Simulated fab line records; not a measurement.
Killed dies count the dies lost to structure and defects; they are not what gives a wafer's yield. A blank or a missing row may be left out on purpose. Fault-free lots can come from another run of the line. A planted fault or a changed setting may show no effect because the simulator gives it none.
fab line records ; flow nandHarc
record lots=12; wafers=36; lastDay=34
route steps=1302 shown A_CONTACT@1086
lots with no fault: from the same line, run without faults
startH: the number of hours between the record's first day and the start of the first shown wafer of the lot ; waitH: how many hours have passed since the lot's step before this one ; " as in the row above ; L1.1+2: one row covering several wafers at once ; - either no value or no given start ; * or withheld: withheld ; < > ~ a bound
route shown NAME@n: a module of which the file shows steps, and the number in the route of the first ; usual: mean/standard deviation of fault-free wafers ; same: alike in all rows ; chamber/n: place in a boat ; sites: per-site readings ; _std_site: the values' standard deviation ; _edge_site: the outer-site mean with the inner-site mean subtracted ; radiusMm: how far each site lies from the wafer's centre ; mask NAME#n: copy n ; behind: the tool/chamber that last shaped the wafer ; hold: the reason the lot was held/the length of the hold in hours/how it ended ; device: which transistor (n, p or np) failed to switch ; end of line: the route-end tests of the same wafers ; a step without rows: its recipe alone ; killed: dies that structure and defects cost at the first sort, which is not the same as the wafer's yield ; map: a wafer's dies, x killed, . not, _ none there
set.NAME: the setting the step ran with; set.NAME@STEP: the setting that earlier step ran with ; model.NAME: the simulator's own value behind a step, which no gauge read
steps of the route over a sample of lots; a table a step, a row a wafer
services: from which hour (startH, from the record's first day; less than 0 if before it) a tool's chamber was out of use, for how many hours, and why
## steps
# step NHARC_A_CONTACT_ETCH_134
# recipe sourceW=withheld; pressureMtorr=20; biasV=withheld; timeS=140; targetDepthA=7000; arFlowSccm=withheld; c4f8FlowSccm=withheld; o2FlowSccm=withheld; chemistry=C4F8/O2/Ar
lot.wafer;tool;chamber;startH;waitH;rfHoursCounterH
L892.3;harCapEtch-03;0;520.93;-;-
L892.5;harCapEtch-03;1;520.93;-;-
L892.6;harCapEtch-03;0;520.93;-;-
L891.1;harCapEtch-02;0;529.07;-;89
L891.4;harCapEtch-02;1;529.07;-;-
L891.6;harCapEtch-02;0;529.07;-;-
L895.4;harCapEtch-03;1;559.79;-;-
L895.6;harCapEtch-03;0;559.79;-;-
L895.5;harCapEtch-03;1;559.79;-;-
L897.1;harCapEtch-01;1;572.96;-;11
L897.3;harCapEtch-01;0;572.96;-;-
L897.5;harCapEtch-01;1;572.96;-;-
L899.1;harCapEtch-03;1;600.83;-;57
L899.3;harCapEtch-03;1;600.83;-;-
L899.5;harCapEtch-03;1;600.83;-;-
L904.1;harCapEtch-01;1;649.70;-;28
L904.2;harCapEtch-01;0;649.70;-;28
L904.4;harCapEtch-01;1;649.70;-;-
L905.3;harCapEtch-02;0;664.29;-;-
L905.4;harCapEtch-02;1;664.29;-;-
L905.6;harCapEtch-02;0;664.29;-;-
L907.1;harCapEtch-02;1;669.59;-;114
L907.2;harCapEtch-02;0;669.59;-;114
L907.3;harCapEtch-02;1;669.59;-;-
L908.1;harCapEtch-03;1;689.97;-;74
L908.2;harCapEtch-03;0;689.97;-;74
L908.3;harCapEtch-03;0;689.97;-;-
L910.2;harCapEtch-02;0;696.01;-;119
L910.1;harCapEtch-02;1;696.01;-;119
L910.5;harCapEtch-02;0;696.01;-;-
L911.1;harCapEtch-01;1;711.59;-;41
L911.3;harCapEtch-01;1;711.59;-;-
L911.5;harCapEtch-01;0;711.59;-;-
L914.2;harCapEtch-01;1;760.38;-;49
L914.5;harCapEtch-01;1;760.38;-;-
L914.6;harCapEtch-01;0;760.38;-;-
# step NHARC_A_CONTACT_ETCH_137
# recipe sourceW=withheld; pressureMtorr=20; biasV=1200; timeS=311; targetDepthA=19120; arFlowSccm=withheld; c4f8FlowSccm=withheld; o2FlowSccm=withheld; chemistry=C4F8/O2/Ar
lot.wafer;tool;chamber;startH;waitH;rfHoursCounterH
L892.3;harCapEtch-03;0;521.71;0.2;-
L892.5;harCapEtch-03;1;521.71;0.2;-
L892.6;harCapEtch-03;0;521.71;0.2;-
L891.1;harCapEtch-02;0;530.05;0.3;89
L891.4;harCapEtch-02;1;530.05;0.3;-
L891.6;harCapEtch-02;0;530.05;0.3;-
L895.4;harCapEtch-03;1;560.57;0.2;-
L895.6;harCapEtch-03;0;560.57;0.2;-
L895.5;harCapEtch-03;1;560.57;0.2;-
L897.1;harCapEtch-01;1;573.69;0.2;12
L897.3;harCapEtch-01;0;573.69;0.2;-
L897.5;harCapEtch-01;1;573.69;0.2;-
L899.1;harCapEtch-03;1;601.58;0.2;58
L899.3;harCapEtch-03;1;601.58;0.2;-
L899.5;harCapEtch-03;1;601.58;0.2;-
L904.1;harCapEtch-01;1;650.45;0.2;29
L904.2;harCapEtch-01;0;650.45;0.2;29
L904.4;harCapEtch-01;1;650.45;0.2;-
L905.3;harCapEtch-02;0;665.06;0.2;-
L905.4;harCapEtch-02;1;665.06;0.2;-
L905.6;harCapEtch-02;0;665.06;0.2;-
L907.1;harCapEtch-02;1;670.32;0.2;115
L907.2;harCapEtch-02;0;670.32;0.2;115
L907.3;harCapEtch-02;1;670.32;0.2;-
L908.1;harCapEtch-03;1;690.72;0.2;75
L908.2;harCapEtch-03;0;690.72;0.2;75
L908.3;harCapEtch-03;0;690.72;0.2;-
L910.2;harCapEtch-02;0;696.76;0.2;120
L910.1;harCapEtch-02;1;696.76;0.2;120
L910.5;harCapEtch-02;0;696.76;0.2;-
L911.1;harCapEtch-01;1;712.35;0.2;42
L911.3;harCapEtch-01;1;712.35;0.2;-
L911.5;harCapEtch-01;0;712.35;0.2;-
L914.2;harCapEtch-01;1;761.12;0.2;49
L914.5;harCapEtch-01;1;761.12;0.2;-
L914.6;harCapEtch-01;0;761.12;0.2;-
# step NHARC_A_CONTACT_ETCH_98
# recipe targetDepthA=200; overEtchFrac=0.5; timeS=10; ionEnergyEv=250; c4f6FlowSccm=25; o2FlowSccm=20; arFlowSccm=500; rfW=600; biasW=500; chemistry=C4F6/O2
# usual drypumpMotorCurrentA=5.5/0.46; o2FlowSccm=20.00/0.061; oesProductAu=0.952/0.021; rfVppV=548.0/2.7; showerheadPlenumPTorr=3.98/0.14; throttleValvePct=26.902/0.0093
lot.wafer;tool;chamber;startH;waitH;drypumpMotorCurrentA;o2FlowSccm;oesProductAu;rfHoursCounterH;rfVppV;showerheadPlenumPTorr;throttleValvePct
L892.3;rieDiel-04;3;-;-;5.2;19.98;0.987;57;541.7;3.67;26.894
L892.5;rieDiel-04;0;-;-;5.5;19.97;0.962;-;552.1;4.20;26.881
L892.6;rieDiel-04;1;-;-;6.0;20.11;0.948;-;552.6;4.16;26.929
L891.1;rieDiel-07;2;531.59;0.1;5.5;19.95;0.946;7;546.4;3.90;26.899
L891.4;rieDiel-07;3;531.59;0.1;6.0;20.02;0.957;-;548.1;4.03;26.897
L891.6;rieDiel-07;1;531.59;0.1;5.8;19.97;0.949;-;552.1;4.15;26.904
L895.4;rieDiel-07;2;-;-;5.5;20.09;0.941;10;547.3;3.90;26.901
L895.6;rieDiel-07;3;-;-;6.0;20.12;0.950;-;549.2;4.03;26.915
L895.5;rieDiel-07;0;-;-;4.7;20.05;0.934;-;546.9;3.92;26.919
L897.3;rieDiel-07;3;-;-;6.0;20.02;0.963;19;549.2;4.03;26.917
L897.1;rieDiel-07;0;-;-;4.7;20.03;0.964;15;547.3;3.92;26.910
L897.5;rieDiel-07;3;-;-;6.0;20.02;0.976;-;549.3;4.03;26.913
L899.3;rieDiel-11;0;-;-;5.5;20.00;0.959;49;541.3;3.66;26.904
L899.1;rieDiel-11;1;-;-;6.2;20.01;0.966;54;544.5;3.78;26.899
L899.5;rieDiel-11;0;-;-;5.5;19.99;0.946;-;541.6;3.66;26.895
L904.4;rieDiel-04;0;-;-;5.5;20.01;0.945;40;550.4;4.17;26.898
L904.2;rieDiel-04;1;-;-;6.1;19.92;0.930;36;549.4;4.13;26.910
L904.1;rieDiel-04;2;-;-;5.4;20.07;0.944;37;545.2;3.85;26.899
L905.3;rieDiel-07;2;-;-;5.5;20.00;0.953;1;546.1;3.89;26.908
L905.4;rieDiel-07;3;-;-;6.0;20.10;0.945;1;547.3;4.01;26.903
L905.6;rieDiel-07;1;-;-;5.7;19.87;0.950;-;551.8;4.14;26.895
L907.3;rieDiel-07;3;-;-;6.0;19.96;0.914;1;549.4;4.01;26.903
L907.1;rieDiel-07;1;-;-;5.8;20.03;0.949;1;553.1;4.14;26.894
L907.2;rieDiel-07;2;-;-;5.5;20.02;0.944;1;547.2;3.89;26.893
L908.2;rieDiel-04;0;-;-;5.5;19.93;0.940;58;552.4;4.16;26.900
L908.1;rieDiel-04;1;-;-;6.0;20.05;0.914;56;550.7;4.12;26.899
L908.3;rieDiel-04;2;-;-;5.5;19.94;0.939;56;546.6;3.84;26.907
L910.2;rieDiel-11;1;-;-;6.2;19.95;0.987;31;543.4;3.76;26.905
L910.1;rieDiel-11;0;-;-;5.5;19.97;0.950;31;551.9;4.21;26.885
L910.5;rieDiel-11;2;-;-;5.7;20.03;0.930;-;543.0;3.72;26.894
L911.3;rieDiel-11;2;-;-;5.7;19.94;0.952;30;542.8;3.72;26.896
L911.1;rieDiel-11;1;-;-;6.2;20.07;0.981;35;542.6;3.76;26.893
L911.5;rieDiel-11;2;-;-;5.7;19.97;0.950;-;543.1;3.72;26.903
L914.2;rieDiel-07;3;-;-;6.0;19.97;0.924;17;550.0;4.01;26.892
L914.6;rieDiel-07;3;-;-;5.9;19.95;0.927;-;548.4;4.01;26.891
L914.5;rieDiel-07;0;-;-;4.7;20.02;0.944;-;547.4;3.90;26.902
# step NHARC_A_CONTACT_CMP_20
# recipe tOverpolishS=30; targetThkNm=300
# usual edgeZonePressureFrac=1.000/0.0047; motorCurrentA=12.3/1.5; overpolishRunS=30.000/0.009; slurryFlowMlMin=149.9/0.49; timeToEndpointS=60/3.1
lot.wafer;tool;chamber;startH;waitH;edgeZonePressureFrac;motorCurrentA;overpolishRunS;slurryFlowMlMin;timeToEndpointS
L892.3;cmp-03;1;525.06;0.4;1.003;11.6;30.006;150.4;56
L892.5;cmp-03;3;525.06;0.4;1.000;12.6;30.008;150.2;57
L892.6;cmp-03;0;525.06;0.4;1.003;9.8;30.007;150.2;59
L891.1;cmp-03;2;533.83;0.7;1.004;9.8;30.004;149.9;58
L891.4;cmp-03;3;533.83;0.7;1.006;12.5;29.986;149.9;57
L891.6;cmp-03;2;533.83;0.7;0.993;11.4;29.999;150.3;57
L895.4;cmp-02;2;563.85;0.5;0.996;11.2;30.003;149.1;53
L895.6;cmp-02;3;563.85;0.5;1.000;12.1;29.993;149.6;61
L895.5;cmp-02;0;563.85;0.5;1.000;15.6;29.991;150.0;64
L897.3;cmp-02;0;577.20;0.4;1.001;15.3;30.004;149.7;32
L897.1;cmp-02;1;577.20;0.4;1.001;11.8;30.003;149.3;34
L897.5;cmp-02;1;577.20;0.4;1.004;11.3;29.996;149.9;34
L899.3;cmp-02;1;605.06;0.4;1.006;11.4;30.003;150.5;35
L899.1;cmp-02;0;605.06;0.4;0.996;14.8;30.006;149.2;36
L899.5;cmp-02;2;605.06;0.4;0.995;11.2;29.987;150.8;31
L904.4;cmp-03;0;653.85;0.4;1.002;10.0;30.005;148.9;59
L904.1;cmp-03;1;653.85;0.4;0.997;11.2;30.000;149.9;58
L904.2;cmp-03;2;653.85;0.4;0.998;10.9;30.001;149.3;57
L905.3;cmp-02;3;671.72;0.5;1.001;11.7;30.014;149.3;66
L905.4;cmp-02;0;671.72;0.5;0.996;15.7;29.991;149.7;65
L905.6;cmp-02;0;671.72;0.5;0.998;15.5;29.991;150.2;67
L907.2;cmp-03;0;673.69;0.8;1.003;10.1;30.003;150.2;64
L907.3;cmp-03;1;673.69;0.8;1.002;11.2;30.000;150.9;59
L907.1;cmp-03;2;673.69;0.8;0.998;10.7;29.996;150.0;62
L908.1;cmp-02;0;694.08;0.6;0.996;16.0;29.999;150.4;63
L908.2;cmp-02;1;694.08;0.6;1.001;11.2;29.995;148.8;61
L908.3;cmp-02;2;694.08;0.6;1.001;10.9;29.994;150.2;55
L910.1;cmp-02;2;700.12;0.6;0.998;11.4;29.996;150.2;57
L910.2;cmp-02;3;700.12;0.6;0.989;12.0;29.989;150.8;59
L910.5;cmp-02;2;700.12;0.6;1.004;11.3;30.004;149.9;56
L911.3;cmp-02;1;715.83;0.4;0.991;11.1;30.004;149.5;63
L911.1;cmp-02;3;715.83;0.4;0.996;11.4;29.998;149.9;64
L911.5;cmp-02;1;715.83;0.4;0.996;11.5;29.996;150.9;62
L914.2;cmp-02;1;764.54;0.7;0.992;10.9;29.991;150.1;63
L914.6;cmp-02;2;764.54;0.7;1.006;11.2;30.003;149.9;55
L914.5;cmp-02;3;764.54;0.7;0.996;12.2;29.983;149.9;61
## services
tool;chamber;startH;hours;kind
harCapEtch-01;-;497.00;17.0;pm
cmp-02;-;505.00;7.8;repair
rieDiel-07;2;507.03;8.5;repair
cmp-03;-;512.69;2.1;repair
cmp-02;-;526.59;4.0;pm
rieDiel-07;0;527.07;10.1;repair
cmp-02;-;532.82;1.9;repair
rieDiel-07;2;538.85;13.1;repair
rieDiel-07;3;553.47;4.7;repair
cmp-03;-;561.68;0.6;repair
cmp-03;-;566.63;4.0;pm
rieDiel-07;1;580.12;5.6;repair
cmp-02;-;583.54;0.9;repair
cmp-03;-;588.76;3.2;repair
rieDiel-07;1;589.30;32.4;repair
cmp-03;-;597.80;2.5;repair
cmp-02;-;605.38;0.5;repair
rieDiel-07;3;620.84;6.6;repair
cmp-02;-;624.59;4.0;pm
rieDiel-07;-;649.49;9.0;pm
cmp-02;-;697.32;0.8;repair
cmp-02;-;722.59;4.0;pm
harCapEtch-01;-;726.84;0.8;repair
harCapEtch-02;-;754.00;17.0;pm
## key
firstSign step=NHARC_A_CONTACT_CMP_20; reading=timeToEndpointS; direction=down; sigmas=8.4; usual=*; struck=*
effect none on later readings
metAt NHARC_A_CONTACT_CMP_20
struckLots L897,L899
testerLeftOut L897,L899
notActingAt NHARC_A_CONTACT_ETCH_134,NHARC_A_CONTACT_ETCH_137,NHARC_A_CONTACT_ETCH_98
onsetBetween 563.85 577.20
fault kind=processParameterDrift; tool=cmp-02; chamber=-; onsetH=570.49; steps=NHARC_A_CONTACT_CMP_20; channel=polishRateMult; offset=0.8; shape=step; endH=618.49
# testerLeftOut: of these lots the tester's yield and bins aren't shown, on N5 and GAA mostly nor the transistor test; their killed dies are dies lost to structure and defects alone, not to doping, threshold or leakage, so they don't give the yield
